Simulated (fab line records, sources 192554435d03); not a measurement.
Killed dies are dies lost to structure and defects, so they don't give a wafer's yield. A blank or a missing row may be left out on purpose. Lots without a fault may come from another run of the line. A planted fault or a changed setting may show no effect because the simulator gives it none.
One fault seen from 2 desks | flow n5_finfet | each desk has only its own numbers; what lay behind them comes last

THE TOOL OWNER'S DESK: rie_diel-01
The tool's own readings at N5_BEOL_M8_TRENCH_ETCH_37 (etches SiCOH lowk in C4F6/O2, target depth 93.478 nm, time 31.2 s): means of the sampled wafers that have a number, for each lot that ran on this tool. A lot is out of limits, marked OUT, if its mean lies more than 4 standard deviations from the usual mean; the brackets give that distance.
Columns: A = drypump_motor_current_A at N5_BEOL_M8_TRENCH_ETCH_37, usual 6.0 A; B = oes_ar_750_au at N5_BEOL_M8_TRENCH_ETCH_37, usual 0.81 a.u.; C = oes_product_au at N5_BEOL_M8_TRENCH_ETCH_37, usual 0.81 a.u.; D = rf_vpp_V at N5_BEOL_M8_TRENCH_ETCH_37, usual 669 V; E = showerhead_plenum_p_Torr at N5_BEOL_M8_TRENCH_ETCH_37, usual 2.88 Torr; F = throttle_valve_pct at N5_BEOL_M8_TRENCH_ETCH_37, usual 20.83 %
lot  | first seen here | A   | B    | C    | D   | E    | F
L307 | day 13 19:59    | 6.0 | 0.72 | 0.72 | 671 | 2.87 | 20.85
L305 | day 13 21:25    | 6.0 | 0.85 | 0.86 | 667 | 2.85 | 20.87
L315 | day 15 22:37    | 6.1 | 0.79 | 1.05 | 661 | 2.92 | 21.09
This desk's finding: nothing out of limits on any of the 3 lots.

THE METROLOGY DESK
What the gauges read, lot by lot, whatever tool the lot ran on: means of the sampled wafers that have a number. A lot is out of limits, marked OUT, if its mean lies more than 4 standard deviations from the usual mean; the brackets give that distance. Of its 14 readings 7 are shown: the one that was out of limits first, and those that lie furthest out on some lot.
Columns: A = DIBL_N at N5_BEOL_M4_RC_MEAS_101, usual 37.7 mV/V; B = ION_P at N5_BEOL_M4_RC_MEAS_101, usual 463 uA/um; C = VT_P at N5_BEOL_M4_RC_MEAS_101, usual -249 mV; D = cd_nm at N5_BEOL_M8_CD_MEAS_18, usual 39.5 nm; E = trench_depth_nm at N5_BEOL_M8_OCD_MEAS_38, usual 93.8 nm; F = M8_THK at N5_BEOL_M8_THK_MEAS_53, usual 78.0 nm; G = M8_RS at N5_BEOL_M8_RS_MEAS_57, usual 0.285 ohm/sq
lot  | first seen here | A    | B   | C    | D    | E               | F               | G
L307 | day 12 01:04    | 40.5 | 476 | -249 | 39.9 | 91.7            | 75.5            | 0.297
L305 | day 12 07:17    | 38.4 | 465 | -243 | 38.9 | 93.7            | 79.1            | 0.279
L309 | day 12 14:16    | 38.3 | 450 | -253 | 39.4 | 93.5            | 77.3            | 0.289
L315 | day 14 11:06    | 34.9 | 465 | -250 | 39.6 | 141.5 (+25) OUT | 126.8 (+20) OUT | 0.165 (-11) OUT
L324 | day 16 18:10    | 35.9 | 464 | -252 | 39.3 | 94.3            | 78.3            | 0.288
L325 | day 17 01:41    | 35.8 | 456 | -254 | 38.9 | 95.1            | 78.9            | 0.280
L327 | day 17 05:06    | 38.0 | 466 | -248 | 39.9 | 93.8            | 79.7            | 0.279
L328 | day 17 18:26    | 35.6 | 466 | -247 | 41.3 | 94.0            | 78.3            | 0.281
This desk's finding: out of limits on L315; first on L315, day 15 22:47 (trench_depth_nm at N5_BEOL_M8_OCD_MEAS_38). In limits: L307, L305, L309, L324, L325, L327, L328.

PUT TOGETHER
The metrology desk could have raised an alarm at day 15 22:47, on L315.
The tool owner's desk saw nothing out of limits.
The tool owner's desk has L315 on record, within its limits.
Of the lots named, all ran N5_BEOL_M8_TRENCH_ETCH_37 on rie_diel-01.

WHAT THE SIMULATOR HAD PUT IN
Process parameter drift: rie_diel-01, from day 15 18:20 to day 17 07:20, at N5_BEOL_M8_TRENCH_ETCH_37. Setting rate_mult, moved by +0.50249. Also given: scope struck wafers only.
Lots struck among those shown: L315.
Hours from the fault's start to each desk's first reading out of limits: the metrology desk, 4.
